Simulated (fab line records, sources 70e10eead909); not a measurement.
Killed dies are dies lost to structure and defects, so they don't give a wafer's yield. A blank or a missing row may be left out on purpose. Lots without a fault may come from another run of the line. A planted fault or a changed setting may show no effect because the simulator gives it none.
Problem report in the 8D (eight disciplines) form, filled by code | flow nand_harc | the parts of the form that need people (team, actions taken, sign-off) are left out

1. THE PROBLEM
rf_fwd_power_W at NHARC_A_ONON_D2_DEP_33 reads a mean of 1006.8 W on 6 wafers of 2 lots; wafers without a fault read 898.0 W with a standard deviation of 2.9. That is +38 standard deviations from the usual mean.
The step: deposits SiO2, target thk 200 nm.
First seen on wafer L299.3, day 20 06:45, on pecvd-03. The record holds 33 wafers of 11 lots with a number at this step. Rule for "out", or "out of limits": more than 4 standard deviations from the usual mean. The other wafers with a number count as sound.

2. WHAT IT IS AND WHAT IT IS NOT
question                    | is                     | is not
which readings at this step | rf_fwd_power_W         | heater_power_w
which lots                  | L299, L302             | L284, L285, L288, L291, L292, L294, L303, L304, L306
which wafers of those lots  | all that have a number | -
read on which tools         | pecvd-03               | pecvd-01, pecvd-02
when                        | from day 20 06:45      | up to then (18 sound wafers); but 9 sound wafers of L303, L304, L306 came after

3. SUSPECTS, AND WHAT RULES EACH OUT
Counting: a tool at a process step up to the reading stays a suspect if it ran every lot that is out and no sound lot after the first of them.
- rie_diel-13 at NHARC_A_CHANNEL_FILL_D1_ETCHBACK_08 (etches the open film in C4F8, target depth 220 nm, time 110 s): ruled out as a lasting fault. Sound lots L306 ran on it after its first lot that is out, L299 (day 17 18:08). NHARC_A_CHANNEL_FILL_D1_ETCHBACK_08 gives no start for some lots, so the hours and the order of its lots are those of NHARC_A_CHANNEL_FILL_D1_CMP_10.
- rie_diel-13 at NHARC_A_CHANNEL_FILL_D1_STRIP_29 (strips in O2, time 20 s): ruled out as a lasting fault. Sound lots L306 ran on it after its first lot that is out, L299 (day 17 18:08). NHARC_A_CHANNEL_FILL_D1_STRIP_29 gives no start for some lots, so the hours and the order of its lots are those of NHARC_A_CHANNEL_FILL_D1_CMP_10.
- pecvd-03 at NHARC_A_ONON_D2_DEP_33 (deposits SiO2, target thk 200 nm): kept. It ran every lot that is out, first L299 (day 20 06:45), and no sound lot after that; its last sound lot up to then is L288 (day 14 18:41). Its own readings are out on those wafers: rf_fwd_power_W.
Left after counting: pecvd-03 at NHARC_A_ONON_D2_DEP_33.

4. THE CAUSE (what the simulator had put in)
Process parameter drift: pecvd-03, from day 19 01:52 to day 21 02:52, at NHARC_A_ONON_D2_DEP_33. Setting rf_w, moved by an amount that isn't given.
Counting left only this tool.

5. THE CHAIN OF EFFECTS, in route order
Each row: a reading whose mean over the struck wafers that have a number lies more than 3 standard deviations from the usual. Only readings for which the record gives a usual standard deviation are gone through. hours: the time from each lot's start at the first step in this table that gives one to its start at this step, as a median over the lots. sigmas: the change in usual standard deviations.
hours | step                   | reading        | usual   | on struck wafers | change | sigmas
0     | NHARC_A_ONON_D2_DEP_33 | rf_fwd_power_W | 898.0 W | 1006.8           | +108.8 | +38
The process steps in it:
- NHARC_A_ONON_D2_DEP_33: deposits SiO2, target thk 200 nm.
Later measuring or inspecting steps at which every struck wafer that the step has a row for has a number for every such reading, and none has moved that far: NHARC_A_ONON_D2_THK_MEAS_34.

6. WHAT WOULD HAVE CAUGHT IT SOONER
In this record the first reading out of limits was taken at day 20 06:45, 29 hours after the fault began at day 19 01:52.
